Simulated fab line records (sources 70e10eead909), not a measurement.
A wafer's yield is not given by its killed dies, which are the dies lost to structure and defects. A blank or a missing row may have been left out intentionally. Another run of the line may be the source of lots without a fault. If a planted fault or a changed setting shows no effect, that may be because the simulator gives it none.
The tool behind it: which one? ; flow nandHarc ; Sampling: 12 lots, 36 wafers, 5 of 1302 route steps

## WHAT EACH GAUGE READ, for each wafer
NHARC_A_WL_FILL_INSPECT_15.
lot;measured;on;rawDefectCount
L075;day 21 17:40;defectInspect-02;456 604 436
L077;day 22 22:40;defectInspect-02;849 556 472
L078;day 25 09:57;defectInspect-02;439 390 415
L084;day 25 19:23;defectInspect-01;403 334 434
L080;day 26 00:07;defectInspect-01;354 352 382
L086;day 26 19:52;defectInspect-02;355 438 416
L088;day 27 04:01;defectInspect-01;571 473 555
L089;day 27 07:04;defectInspect-02;405 444 416
L091;day 27 14:38;defectInspect-02;416 362 587
L093;day 29 07:16;defectInspect-02;413 568 354
L095;day 30 17:56;defectInspect-02;418 395 344
L097;day 32 06:07;defectInspect-01;459 561 574

## EACH LOT AND THE TOOL THAT RAN IT (in order: tool; ch and the chambers of the sampled wafers; start)
lot;NHARC_A_STAIRCASE_STRIP_316;NHARC_A_STAIRCASE_STRIP_446;NHARC_A_SGD_CUT_STRIP_28;NHARC_A_SLIT_ETCH_15
L075;rieDiel-10 ch 0,2,3, day 19 18:43 or earlier;plasmaAsher-01 ch 0,1, day 19 18:43;rieDiel-08 ch 1,2,3, day 21 17:40 or earlier;rieDiel-05 ch 0,2,3, day 21 17:40 or earlier
L077;rieDiel-06 ch 0,1,2, day 20 15:21 or earlier;plasmaAsher-02 ch 0,1, day 20 15:21;rieDiel-03 ch 0,1,2, day 22 22:40 or earlier;rieDiel-11 ch 0,1, day 22 22:40 or earlier
L078;rieDiel-01 ch 0,2,3, day 23 05:14 or earlier;plasmaAsher-01 ch 0,1, day 23 05:14;rieDiel-03 ch 0,2, day 25 09:57 or earlier;rieDiel-11 ch 0,2,3, day 25 09:57 or earlier
L084;rieDiel-06 ch 0,2,3, day 23 20:12 or earlier;plasmaAsher-01 ch 0,1, day 23 20:12;rieDiel-08 ch 0,1,3, day 25 19:23 or earlier;rieDiel-05 ch 1,3, day 25 19:23 or earlier
L080;rieDiel-10 ch 0,1,2, day 23 19:49 or earlier;plasmaAsher-01 ch 0,1, day 23 19:49;rieDiel-12 ch 0,2, day 26 00:07 or earlier;rieDiel-09 ch 0,1,2, day 26 00:07 or earlier
L086;rieDiel-06 ch 1,2,3, day 24 16:40 or earlier;plasmaAsher-01 ch 0,1, day 24 16:40;rieDiel-12 ch 0,1, day 25 04:44;rieDiel-09 ch 0,1,3, day 26 19:52 or earlier
L088;rieDiel-10 ch 0,1, day 24 20:57 or earlier;plasmaAsher-01 ch 0,1, day 24 20:57;rieDiel-03 ch 0,2, day 27 04:01 or earlier;rieDiel-11 ch 0,1,3, day 27 04:01 or earlier
L089;rieDiel-01 ch 0,2,3, day 25 06:17 or earlier;plasmaAsher-01 ch 0,1, day 25 06:17;rieDiel-08 ch 0,1,3, day 27 07:04 or earlier;rieDiel-11 ch 0,3, day 27 07:04 or earlier
L091;rieDiel-10 ch 0,1,3, day 25 11:26 or earlier;plasmaAsher-01 ch 0,1, day 25 11:26;rieDiel-08 ch 2,3, day 27 14:38 or earlier;rieDiel-09 ch 0,2,3, day 27 14:38 or earlier
L093;rieDiel-01 ch 0,1,2, day 27 00:51 or earlier;plasmaAsher-02 ch 0,1, day 27 00:51;rieDiel-12 ch 0,2, day 29 07:16 or earlier;rieDiel-05 ch 1,2, day 29 07:16 or earlier
L095;rieDiel-06 ch 0,1,2, day 28 11:33 or earlier;plasmaAsher-02 ch 0,1, day 28 11:33;rieDiel-03 ch 0,3, day 30 17:56 or earlier;rieDiel-05 ch 0,1,2, day 30 17:56 or earlier
L097;rieDiel-06 ch 1,2,3, day 30 07:41 or earlier;plasmaAsher-02 ch 0, day 30 07:41;rieDiel-03 ch 0,2,3, day 32 06:07 or earlier;rieDiel-11 ch 1,2, day 32 06:07 or earlier
- NHARC_A_STAIRCASE_STRIP_316: strips in O2.
- NHARC_A_STAIRCASE_STRIP_446: strips in O2.
- NHARC_A_SGD_CUT_STRIP_28: strips in O2, time 20 s.
- NHARC_A_SLIT_ETCH_15: etches the open film in O2/COS, target depth 6200 nm, time 1612 s.

## THE ANSWER, worked out from the rows above alone
Rule: the usual values come from the lots themselves. Put in order of their means at a reading, lots are off if they are a third of the lots or fewer, leave a main group of 4 or more, and stand apart from it by a gap of 3 or more times the standard deviation of the main group's means; of several such gaps the widest counts. The tables above print the reading to a certain number of digits; a main group whose means all agree to those digits is not used. A lot without any number at a reading at which 4 lots or more have one is off too. Where the step has rows for the other lots, those lots are counted as sound.
None of the lots is off at any reading shown; this tells nothing.

## WHAT THE SIMULATOR HAD PUT IN
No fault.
